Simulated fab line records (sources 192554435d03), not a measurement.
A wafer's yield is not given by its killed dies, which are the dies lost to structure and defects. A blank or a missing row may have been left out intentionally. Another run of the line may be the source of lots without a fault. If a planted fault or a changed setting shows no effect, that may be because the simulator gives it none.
Matching of chambers ; flow n5Finfet ; 4 sister chambers for N5_DUMMY_GATE_TRIM_49 on rieSi-05
The step chemistry O2, time 29 s, target cd 14 nm. 14 wafers are shown with their chamber, then 7 later ones without.

WAFERS WITH THEIR CHAMBER
wafer;chamber;throttleValvePct (%);drypumpMotorCurrentA (A);oesProductAu (a.u.)
L080.1;1;7.97;5.8;1.015
L080.5;2;8.54;6.4;1.013
L080.6;1;7.96;5.8;1.025
L085.2;2;8.54;6.4;0.999
L085.5;1;7.96;5.8;1.019
L085.6;0;7.85;5.8;1.022
L089.4;3;8.26;5.7;0.982
L089.5;2;8.54;6.4;1.002
L089.6;1;7.97;5.9;1.016
L090.3;3;8.24;5.7;0.964
L090.5;3;8.26;5.7;0.976
L090.6;0;7.85;5.8;0.996
L092.1;3;8.25;5.7;0.969
L092.3;1;7.96;5.8;1.023

SIGNATURES (averages over the wafers above)
reading;chamber 0;chamber 1;chamber 2;chamber 3;scatter within a chamber
throttleValvePct;7.8500;7.9640;8.5400;8.2525;0.00628
drypumpMotorCurrentA;5.800;5.820;6.400;5.700;0.0283
oesProductAu;1.00900;1.01960;1.00467;0.97275;0.00842
Rule: a wafer's distance from a chamber is the root of the sum, over the readings, of the square of ((its reading less the chamber's mean) divided by the reading's scatter). If the next closest chamber is less than 2 further off than the closest, the wafer can't be placed; otherwise it belongs to the closest. The scatter: the root of (the sum of the squares of (reading less its chamber's mean) over the shown wafers, divided by (wafers less chambers)).

WAFERS WHOSE CHAMBER IS MISSING
wafer;throttleValvePct (%);drypumpMotorCurrentA (A);oesProductAu (a.u.)
L092.6;8.27;5.7;0.982
L094.1;7.83;5.8;1.007
L094.2;8.27;5.7;0.987
L094.6;7.97;5.8;1.021
L096.1;8.25;5.7;0.963
L096.2;7.95;5.9;1.007
L096.6;7.82;5.8;0.998

CHAMBER TAKEN BY EACH
wafer;from the rows above;in truth
L092.6;3;3
L094.1;0;0
L094.2;3;3
L094.6;1;1
L096.1;3;3
L096.2;1;1
L096.6;0;0
Correct placement for 7 of the 7. Can't be placed from these rows: 0. 0 placed wrongly.
